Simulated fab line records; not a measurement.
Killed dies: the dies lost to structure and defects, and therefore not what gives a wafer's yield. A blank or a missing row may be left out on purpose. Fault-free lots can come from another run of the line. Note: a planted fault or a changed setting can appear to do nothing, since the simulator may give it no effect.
fab line records    flow n5-finfet
record lots=9  wafers=26  last-day=18
route steps=1938 shown MOL_CONTACT_COAG@622 BEOL_M0_SAQP@634 BEOL_M0_CUTY@710 BEOL_M4@1111 PASSIVATION@1936
lots with no fault: from the same line, run without faults
start-h: hours from the record's opening day to when the first of the lot's shown wafers began    wait-h: how many hours have passed since the lot's step before this one    " same as the row above    L1.1+2: several wafers, shown together as one row    - value missing, or start not given    * or withheld: withheld    < > ~ a bound
route shown NAME@n: names a module that has steps shown in the file, with the first one's number in the route    usual: mean and standard deviation over wafers with no fault    same: alike in all rows    chamber/n: place in a boat    sites: per-site readings    _std_site: how widely they spread, as a standard deviation    _edge_site: inner sites' mean taken away from outer sites' mean    radius-mm: how far each site lies from the wafer's centre    mask NAME#n: copy n    behind: the most recent tool/chamber to have shaped the wafer    hold: what put the lot on hold/how long, in hours/how the hold closed    device: whichever transistor did not switch (one of n, p or np)    end of line: the same wafers' tests at the end of the route    for a step that has no rows: nothing shown but its recipe    killed: dies lost to structure and defects at the first sort, not the wafer's yield    map: dies across one wafer; x = killed, . = not, _ = none there
set.NAME: the setting the step ran with; set.NAME@STEP: the setting that earlier step ran with    model.NAME: the simulator's own value behind a step, which no gauge read
the route's steps for a sample of lots (tables are steps, rows are wafers)
services: when a tool's chamber went out of use (start-h, in hours from the record's first day, below 0 if earlier), for how many hours, and the reason
## steps
# step N5_MOL_CONTACT_COAG_CD_MEAS_101
# recipe target-cd-nm=16
# usual cd-nm=15.7/0.48
lot.wafer  tool       chamber  start-h  wait-h  cd-nm
L611.3     cd-sem-03  -        100.95   0.0     15.1
L611.4     "          -        "        "       15.8
L611.5     "          -        "        "       15.1
L612.3     cd-sem-01  -        112.36   0.0     15.9
L612.4     "          -        "        "       15.8
L612.6     "          -        "        "       16.0
L615.1     cd-sem-03  -        125.96   0.0     15.1
L615.2     "          -        "        "       15.2
L615.4     "          -        "        "       15.2
L617.2     cd-sem-02  -        141.41   0.0     16.0
L617.6     "          -        "        "       15.8
L618.2     cd-sem-02  -        148.23   0.0     15.4
L618.4     "          -        "        "       16.4
L618.6     "          -        "        "       16.1
L625.1     cd-sem-01  -        186.61   0.0     15.5
L625.2     "          -        "        "       15.6
L625.3     "          -        "        "       15.8
L632.1     cd-sem-01  -        234.92   0.0     15.5
L632.3     "          -        "        "       15.8
L632.5     "          -        "        "       15.9
L633.1     cd-sem-01  -        238.56   0.0     16.2
L633.3     "          -        "        "       15.8
L633.6     "          -        "        "       16.1
L634.2     cd-sem-03  -        241.60   0.0     15.7
L634.3     "          -        "        "       15.7
L634.5     "          -        "        "       15.7
# step N5_BEOL_M0_SAQP_HM_DEP_02
# recipe material=TiN  target-thk-a=120  temp-c=25  chamber-pressure-pa=0.49996
# usual throttle-valve-pct=30.1/0.85
lot.wafer  tool            chamber  start-h  wait-h  throttle-valve-pct
L611.3     pvd-sputter-02  -        107.52   2.0     28.2
L611.4     "               -        "        "       31.1
L611.5     "               -        "        "       30.0
L612.3     pvd-sputter-01  -        120.03   1.1     30.1
L612.4     "               -        "        "       30.9
L612.6     "               -        "        "       30.4
L615.1     pvd-sputter-01  -        130.79   0.7     30.4
L615.2     "               -        "        "       30.4
L615.4     "               -        "        "       30.5
L617.2     pvd-sputter-01  -        147.66   2.1     30.9
L617.6     "               -        "        "       30.8
L618.2     pvd-sputter-01  -        153.69   1.3     30.5
L618.4     "               -        "        "       30.3
L618.6     "               -        "        "       30.3
L625.1     pvd-sputter-02  -        191.17   0.4     30.1
L625.2     "               -        "        "       28.3
L625.3     "               -        "        "       30.7
L632.1     pvd-sputter-01  -        239.94   0.6     30.1
L632.3     "               -        "        "       31.1
L632.5     "               -        "        "       30.5
L633.1     pvd-sputter-03  -        242.95   0.2     30.9
L633.3     "               -        "        "       29.1
L633.6     "               -        "        "       29.3
L634.2     pvd-sputter-01  -        247.17   1.4     30.6
L634.3     "               -        "        "       30.6
L634.5     "               -        "        "       30.9
# step N5_BEOL_M0_SAQP_INSPECT_16
# recipe mode=adi  inspect-instrument=brightfield
# usual raw-defect-count=499/130
lot.wafer  tool               chamber  start-h  wait-h  raw-defect-count
L611.3     defect-inspect-02  -        108.50   0.0     439
L611.4     "                  -        "        "       450
L611.5     "                  -        "        "       349
L612.3     defect-inspect-01  -        120.78   0.0     688
L612.4     "                  -        "        "       324
L612.6     "                  -        "        "       599
L615.1     defect-inspect-01  -        131.54   0.0     630
L615.2     "                  -        "        "       512
L615.4     "                  -        "        "       373
L617.2     defect-inspect-02  -        148.42   0.0     536
L617.6     "                  -        "        "       684
L618.2     defect-inspect-01  -        154.56   0.0     785
L618.4     "                  -        "        "       570
L618.6     "                  -        "        "       706
L625.1     defect-inspect-01  -        192.07   0.0     350
L625.2     "                  -        "        "       350
L625.3     "                  -        "        "       982
L632.1     defect-inspect-02  -        240.93   0.0     392
L632.3     "                  -        "        "       459
L632.5     "                  -        "        "       447
L633.1     defect-inspect-01  -        243.90   0.0     593
L633.3     "                  -        "        "       487
L633.6     "                  -        "        "       565
L634.2     defect-inspect-01  -        247.91   0.0     374
L634.3     "                  -        "        "       563
L634.5     "                  -        "        "       468
# step N5_BEOL_M0_SAQP_ETCH_83
# recipe chemistry=CF4  target=SiARC  target-depth-a=390  mask-material=CAR-ArF  time-s=65  ion-energy-ev=80  pressure-mtorr=40  source-w=545  bias-w=36  Ar_flow_sccm=100  cf4-flow-sccm=100  ends=cleared
# usual drypump-motor-current-A=5.6/0.38  etch-rf-on-time-s=65.7/1.9  oes-product-au=0.66/0.078  rf-vpp-V=184.2/1.1  showerhead-plenum-p-Torr=2.17/0.059  throttle-valve-pct=15.69/0.25
lot.wafer  tool         chamber  start-h  wait-h  drypump-motor-current-A  etch-rf-on-time-s  oes-product-au  rf-hours-counter-h  rf-vpp-V  showerhead-plenum-p-Torr  throttle-valve-pct
L611.3     rie-diel-03  3        108.62   0.0     6.0                      65.7               0.69            118                 184.2     2.17                      15.76
L611.4     "            1        "        "       4.9                      66.0               0.58            -                   183.5     2.12                      16.07
L611.5     "            0        "        "       5.6                      66.4               0.56            -                   184.6     2.09                      15.59
L612.3     rie-diel-03  0        120.84   0.0     5.6                      66.3               0.57            247                 183.0     2.09                      15.62
L612.4     "            1        "        "       4.9                      65.6               0.57            248                 181.7     2.12                      16.09
L612.6     "            1        "        "       4.9                      65.7               0.58            -                   184.0     2.12                      16.07
L615.1     rie-diel-03  3        131.86   0.0     6.0                      66.0               0.68            126                 183.7     2.16                      15.78
L615.2     "            2        "        "       5.7                      66.0               0.73            59                  185.1     2.19                      15.48
L615.4     "            2        "        "       5.6                      65.5               0.73            -                   185.4     2.19                      15.46
L617.2     rie-diel-02  3        148.49   0.0     5.1                      64.9               0.60            221                 182.9     2.13                      15.94
L617.6     "            3        "        "       5.1                      64.9               0.60            -                   184.6     2.13                      15.93
L618.2     rie-diel-04  2        154.63   0.0     5.6                      63.9               0.71            74                  185.9     2.26                      15.49
L618.4     "            1        "        "       5.8                      68.8               0.58            201                 183.6     2.13                      16.01
L618.6     "            3        "        "       5.2                      64.8               0.60            -                   186.0     2.23                      15.79
L625.1     rie-diel-04  3        192.14   0.0     5.2                      64.3               0.60            203                 185.6     2.23                      15.80
L625.2     "            1        "        "       5.8                      67.6               0.59            210                 183.1     2.13                      16.02
L625.3     "            0        "        "       6.0                      69.4               0.59            218                 184.6     2.22                      15.93
L632.1     rie-diel-03  2        241.00   0.0     5.6                      65.8               0.70            94                  182.7     2.18                      15.53
L632.3     "            3        "        "       6.0                      65.2               0.65            162                 185.0     2.15                      15.82
L632.5     "            3        "        "       6.0                      65.4               0.65            -                   183.8     2.15                      15.84
L633.1     rie-diel-04  1        244.05   0.0     5.8                      67.7               0.58            225                 183.7     2.12                      16.04
L633.3     "            3        "        "       5.2                      65.0               0.59            217                 184.3     2.22                      15.82
L633.6     "            2        "        "       5.6                      62.4               0.70            -                   185.2     2.26                      15.56
L634.2     rie-diel-02  3        247.98   0.0     5.0                      65.3               0.59            250                 185.3     2.12                      15.99
L634.3     "            2        "        "       5.4                      67.8               0.61            182                 186.2     2.21                      15.48
L634.5     "            1        "        "       6.5                      64.0               0.62            -                   183.9     2.12                      15.69
# step N5_BEOL_M0_SAQP_STRIP_86
# recipe chemistry=N2/H2  power-w=500  temp-c=40  pressure-mtorr=50  rf-frequency-hz=6e+07  overash-fraction=0.3  bias-power-w=28  h2-frac=0.5  n2-flow-sccm=300  h2-flow-sccm=300
# usual drypump-motor-current-A=5.6/0.38  oes-product-au=0.79/0.092  rf-vpp-V=122.0/1.4  showerhead-plenum-p-Torr=3.39/0.085  throttle-valve-pct=19.0/0.5
lot.wafer  tool         chamber  start-h  wait-h  drypump-motor-current-A  oes-product-au  rf-hours-counter-h  rf-vpp-V  showerhead-plenum-p-Torr  throttle-valve-pct
L611.3     rie-diel-03  3        108.96   0.1     6.0                      0.82            118                 122.4     3.38                      19.1
L611.4     "            3        "        "       6.0                      0.83            -                   119.8     3.38                      19.1
L611.5     "            0        "        "       5.6                      0.65            -                   122.4     3.31                      18.7
L612.3     rie-diel-04  2        121.18   0.1     5.6                      0.84            64                  123.2     3.54                      18.5
L612.4     "            2        "        "       5.7                      0.84            -                   124.6     3.54                      18.5
L612.6     "            1        "        "       5.7                      0.70            -                   122.1     3.37                      19.8
L615.1     rie-diel-04  3        132.20   0.1     5.2                      0.71            187                 124.3     3.50                      19.2
L615.2     "            2        "        "       5.6                      0.83            69                  122.3     3.54                      18.5
L615.4     "            3        "        "       5.2                      0.70            -                   122.9     3.50                      19.2
L617.2     rie-diel-03  2        148.82   0.1     5.6                      0.87            66                  122.6     3.37                      18.3
L617.6     "            1        "        "       4.9                      0.96            -                   121.6     3.31                      18.9
L618.2     rie-diel-03  3        154.96   0.1     6.0                      0.80            135                 121.8     3.37                      19.1
L618.4     "            1        "        "       4.9                      0.96            -                   121.8     3.31                      18.9
L618.6     "            2        "        "       5.7                      0.86            -                   122.1     3.37                      18.3
L625.1     rie-diel-04  0        192.47   0.1     6.1                      0.71            218                 123.7     3.48                      19.3
L625.2     "            3        "        "       5.2                      0.69            203                 121.7     3.49                      19.2
L625.3     "            1        "        "       5.8                      0.69            210                 123.1     3.36                      19.8
L632.1     rie-diel-02  3        241.33   0.1     5.1                      0.70            247                 121.2     3.32                      18.8
L632.3     "            1        "        "       6.5                      0.69            214                 123.0     3.31                      19.4
L632.5     "            3        "        "       5.1                      0.70            -                   120.5     3.32                      18.8
L633.1     rie-diel-03  0        244.48   0.2     5.6                      0.90            26                  118.8     3.29                      18.3
L633.3     "            3        "        "       6.0                      0.78            163                 122.2     3.36                      19.2
L633.6     "            1        "        "       4.9                      0.90            -                   122.4     3.29                      19.0
L634.2     rie-diel-02  1        248.32   0.1     6.6                      0.70            216                 120.2     3.31                      19.4
L634.3     "            3        "        "       5.1                      0.68            250                 119.5     3.32                      18.8
L634.5     "            1        "        "       6.5                      0.69            -                   122.0     3.31                      19.5
# step N5_BEOL_M0_SAQP_INSPECT_42
# recipe mode=adi  inspect-instrument=brightfield
# usual raw-defect-count=270/70
lot.wafer  tool               chamber  start-h  wait-h  raw-defect-count
L611.3     defect-inspect-01  -        112.71   0.0     307
L611.4     "                  -        "        "       283
L611.5     "                  -        "        "       262
L612.3     defect-inspect-01  -        124.84   0.0     320
L612.4     "                  -        "        "       165
L612.6     "                  -        "        "       233
L615.1     defect-inspect-02  -        136.69   0.1     212
L615.2     "                  -        "        "       217
L615.4     "                  -        "        "       236
L617.2     defect-inspect-02  -        152.69   0.0     211
L617.6     "                  -        "        "       171
L618.2     defect-inspect-01  -        158.81   0.0     333
L618.4     "                  -        "        "       198
L618.6     "                  -        "        "       182
L625.1     defect-inspect-01  -        196.12   0.1     294
L625.2     "                  -        "        "       289
L625.3     "                  -        "        "       856
L632.1     defect-inspect-01  -        245.08   0.1     156
L632.3     "                  -        "        "       176
L632.5     "                  -        "        "       210
L633.1     defect-inspect-02  -        247.90   0.1     424
L633.3     "                  -        "        "       464
L633.6     "                  -        "        "       402
L634.2     defect-inspect-01  -        251.81   0.0     259
L634.3     "                  -        "        "       334
L634.5     "                  -        "        "       352
# step N5_BEOL_M0_CUTY_INSPECT_59
# recipe mode=adi  inspect-instrument=macro
# usual raw-defect-count=1.9/1.2
lot.wafer  tool               chamber  start-h  wait-h  raw-defect-count
L611.3     defect-inspect-01  -        113.98   0.0     0
L611.4     "                  -        "        "       1
L611.5     "                  -        "        "       2
L612.3     defect-inspect-02  -        126.32   0.0     2
L612.4     "                  -        "        "       3
L612.6     "                  -        "        "       2
L615.1     defect-inspect-01  -        138.82   0.0     0
L615.2     "                  -        "        "       0
L615.4     "                  -        "        "       2
L617.2     defect-inspect-01  -        155.40   0.0     2
L617.6     "                  -        "        "       3
L618.2     defect-inspect-01  -        160.20   0.0     2
L618.4     "                  -        "        "       2
L618.6     "                  -        "        "       3
L625.1     defect-inspect-01  -        197.52   0.0     2
L625.2     "                  -        "        "       1
L625.3     "                  -        "        "       >300
L632.1     defect-inspect-01  -        246.70   0.0     6
L632.3     "                  -        "        "       1
L632.5     "                  -        "        "       0
L633.1     defect-inspect-01  -        249.29   0.0     1
L633.3     "                  -        "        "       0
L633.6     "                  -        "        "       1
L634.2     defect-inspect-02  -        253.20   0.0     3
L634.3     "                  -        "        "       7
L634.5     "                  -        "        "       3
# step N5_BEOL_M4_RC_MEAS_101
# usual DIBL_N=36.7/2.6  DIBL_P=36.9/2.8  IOFF_N=0.17/0.043  IOFF_P=0.22/0.05  ION_N=678/15  ION_P=465/9.2  SS_N=71.6/0.79  SS_P=73.5/0.82  VT_N=250/3.9  VT_P=-250/3.7
lot.wafer  tool       chamber  start-h  wait-h  DIBL_N[mV/V]  DIBL_P[mV/V]  IOFF_N[nA/um]  IOFF_P[nA/um]  ION_N[uA/um]  ION_P[uA/um]  SS_N[mV/dec]  SS_P[mV/dec]  VT_N[mV]  VT_P[mV]
L611.3     prober-01  0        176.98   0.3     34.5          35.8          0.14           0.18           677           468           71.0          73.3          251       -254
L611.4     "          0        "        "       37.9          39.5          0.19           0.24           684           463           72.8          74.0          251       -250
L611.5     "          0        "        "       41.6          44.6          0.29           0.33           692           466           73.9          74.8          246       -247
L612.3     prober-02  0        195.40   0.3     34.3          34.6          0.15           0.21           681           469           71.6          72.6          248       -249
L612.4     "          0        "        "       34.4          35.3          0.14           0.21           678           467           70.9          72.8          251       -253
L612.6     "          0        "        "       35.2          35.6          0.15           0.21           685           469           71.4          73.2          251       -249
L615.1     prober-01  0        197.44   0.0     35.0          34.6          0.14           0.17           680           466           70.4          72.9          250       -253
L615.2     "          0        "        "       36.3          36.8          0.15           0.19           682           467           71.4          72.9          250       -254
L615.4     "          0        "        "       37.1          37.3          0.18           0.20           694           468           71.7          72.9          247       -253
L618.2     prober-01  0        206.64   0.2     36.4          36.8          0.16           0.20           671           461           71.3          73.1          248       -251
L618.4     "          0        "        "       41.1          42.8          0.24           0.29           679           458           73.3          75.0          247       -247
L618.6     "          0        "        "       37.8          37.5          0.17           0.21           667           454           72.0          73.9          253       -251
L617.2     prober-02  0        213.98   0.2     40.7          42.5          0.22           0.39           687           480           72.5          75.2          247       -240
L617.6     "          0        "        "       39.8          41.1          0.23           0.36           697           484           72.0          74.4          241       -241
L625.1     prober-02  0        252.17   0.6     40.0          40.0          0.21           0.25           665           456           72.7          74.7          254       -250
L625.2     "          0        "        "       32.8          32.0          0.09           0.13           659           453           70.2          72.6          257       -260
L625.3     "          0        "        "       35.8          36.8          0.13           0.19           650           446           70.3          74.1          255       -254
L634.2     prober-02  0        309.73   0.2     36.5          37.1          0.14           0.20           683           469           71.2          73.3          255       -253
L634.3     "          0        "        "       39.4          40.4          0.18           0.25           673           464           71.8          74.1          252       -251
L634.5     "          0        "        "       36.1          36.5          0.13           0.18           667           456           71.5          72.9          253       -253
L633.1     prober-01  0        312.65   0.0     31.9          32.4          0.11           0.16           661           461           70.0          73.0          254       -252
L633.3     "          0        "        "       35.5          36.8          0.16           0.20           670           451           71.8          73.0          248       -249
L633.6     "          0        "        "       32.5          32.3          0.11           0.15           652           453           70.7          71.9          254       -255
L632.1     prober-01  0        334.76   0.0     36.3          36.2          0.13           0.19           660           460           71.8          73.1          254       -255
L632.3     "          0        "        "       38.8          39.3          0.18           0.23           690           476           71.4          73.8          248       -250
L632.5     "          0        "        "       40.2          40.5          0.20           0.26           685           469           72.3          73.9          248       -250
# step N5_PASSIVATION_PROBE_49
# usual defect-limited-yield=91.0/1.4  killed_at_M0_to_M3=36/9.6  killed_at_M4_up=14/6.1  killed-at-contacts=13/6.6  killed-at-front-end=40/11  killed-at-other=3.2/2.9  killed-dies=106/17  killed-open=71/12  killed-short=33/7.3  sort_bin_4_leakage=0.02/0.11  sort_bin_5_function=5.3/1  sort_bin_6_memory=3.4/0.68  sort-n-pass=1073/19  sort-yield-pct=91.0/1.6
# same gross-dies=1180  killed-at-back-side=0  sort_bin_8_speed[%]=0
lot.wafer  tool       chamber  start-h  wait-h  defect-limited-yield[%]  killed_at_M0_to_M3  killed_at_M4_up  killed-at-contacts  killed-at-front-end  killed-at-other  killed-dies  killed-open  killed-short  sort_bin_4_leakage[%]  sort_bin_5_function[%]  sort_bin_6_memory[%]  sort-n-pass  sort-yield-pct[%]
L618.2     prober-02  -        311.77   0.1     89.1                     29                  22               22                  49                   7                129          87           34            0                      6.4                     4.4                   1051         89.1
L618.4     prober-02  -        311.87   0.2     92.1                     26                  8                12                  40                   7                93           58           34            0                      4.0                     3.4                   1087         92.1
L618.6     prober-02  -        311.97   0.3     90.6                     30                  23               13                  40                   5                111          75           29            0                      6.5                     2.8                   1069         90.6
L625.1     prober-02  -        356.35   0.0     89.4                     55                  14               14                  38                   4                125          78           47            0                      5.8                     4.3                   1055         89.4
L625.2     prober-02  -        356.40   0.1     87.9                     60                  15               26                  38                   4                143          92           46            0                      8.4                     3.5                   1037         87.9
L625.3     prober-02  -        356.45   0.1     80.9                     166                 13               19                  25                   2                225          57           38            0                      11.9                    4.2                   955          80.9
# killed by level:class
L618.2 MOL_CONTACT_COAG:geometric-particle:open=16 BEOL_M4:geometric-particle:open=14 FIN_SAQP:geometric-particle:open=9 BEOL_M2:geometric-particle:open=8 FIN_SAQP:geometric-particle:short=7 STI_FIN_REVEAL:geometric-particle:open=7 BEOL_M3:geometric-particle:open=7 MOL_CONTACT_COAG:geometric-particle:short=6
L618.4 STI_FIN_REVEAL:geometric-particle:open=14 MOL_CONTACT_COAG:geometric-particle:open=9 BEOL_M3:geometric-particle:open=6 GATE_CUT:geometric-particle:short=5 BEOL_M3:geometric-particle:short=5 BEOL_M0_SAQP:geometric-particle:open=4 STARTING-WAFER:geometric-particle:open=4 STARTING-WAFER:geometric-particle:short=4
L618.6 FIN_SAQP:geometric-particle:open=12 MOL_CONTACT_COAG:geometric-particle:open=11 BEOL_M2:geometric-particle:open=9 STI_FIN_REVEAL:geometric-particle:open=8 BEOL_M4:geometric-particle:open=8 FIN_SAQP:geometric-particle:short=7 BEOL_M3:geometric-particle:open=6 BEOL_M1:geometric-particle:open=5
L625.1 STI_FIN_REVEAL:geometric-particle:open=10 BEOL_M3:geometric-particle:open=10 FIN_SAQP:geometric-particle:open=9 BEOL_M2:geometric-particle:open=9 MOL_CONTACT_COAG:geometric-particle:open=8 BEOL_M0_SAQP:geometric-particle:short=7 BEOL_M0_SAQP:geometric-particle:open=7 BEOL_M4:geometric-particle:open=7
L625.2 MOL_CONTACT_COAG:geometric-particle:open=20 BEOL_M0_SAQP:geometric-particle:short=16 BEOL_M2:geometric-particle:open=12 BEOL_M0_SAQP:geometric-particle:open=11 FIN_SAQP:geometric-particle:open=9 BEOL_M4:geometric-particle:open=9 BEOL_M1:geometric-particle:open=7 BEOL_M3:geometric-particle:open=7
L625.3 BEOL_M0_SAQP:unspecified=130 MOL_CONTACT_COAG:geometric-particle:open=14 BEOL_M0_SAQP:geometric-particle:short=9 BEOL_M1:geometric-particle:open=9 BEOL_M2:geometric-particle:open=7 BEOL_M4:geometric-particle:open=7 FIN_SAQP:geometric-particle:short=5 MOL_CONTACT_COAG:geometric-particle:short=5
## services
tool            chamber  start-h  hours  kind
pvd-sputter-02  -        86.41    3.1    repair
rie-diel-04     3        100.75   14.7   repair
rie-diel-03     2        103.34   6.7    repair
pvd-sputter-01  -        118.61   0.7    repair
rie-diel-04     0        119.99   13.8   repair
rie-diel-02     -        124.83   14.6   pm
pvd-sputter-03  -        125.88   24.5   repair
rie-diel-03     1        126.17   -      clean
rie-diel-03     1        126.17   -      consumable-replace:focus-ring
rie-diel-03     1        126.17   11.5   scheduled-down
rie-diel-03     1        126.17   11.5   vent-cycle
rie-diel-03     0        137.79   -      clean
rie-diel-03     0        137.79   -      consumable-replace:focus-ring
rie-diel-03     0        137.79   18.6   scheduled-down
rie-diel-03     0        137.79   18.6   vent-cycle
pvd-sputter-02  -        144.92   10.0   repair
rie-diel-04     3        200.03   2.9    repair
rie-diel-03     2        218.45   2.0    repair
## key
first-sign step=N5_BEOL_M0_SAQP_INSPECT_16  reading=raw-defect-count  direction=up  sigmas=3.8  usual=499  struck=982
effect step=N5_BEOL_M0_SAQP_INSPECT_42  reading=raw-defect-count  direction=up  sigmas=8.4  usual=270  struck=856
effect step=N5_BEOL_M0_CUTY_INSPECT_59  reading=raw-defect-count  direction=up  sigmas=99+  usual=1.9  struck=>300
effect step=N5_PASSIVATION_PROBE_49  reading=killed_at_M0_to_M3  direction=up  sigmas=14  usual=36  struck=166
more-kills-born-at N5_BEOL_M0_SAQP_HM_DEP_02@pvd-sputter-02=130
met-at N5_BEOL_M0_SAQP_HM_DEP_02
struck-lots L625
struck-wafers L625.3
not-acting-at N5_MOL_CONTACT_COAG_CD_MEAS_101,N5_BEOL_M0_SAQP_ETCH_83,N5_BEOL_M0_SAQP_STRIP_86
onset-between 107.52 191.17
fault kind=chamber-particle-source  tool=pvd-sputter-02  chamber=-  onset-h=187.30  steps=N5_BEOL_M0_SAQP_HM_DEP_02  rate-per-visit-cm2=0.98856  end-h=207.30  scope=struck-wafers-only
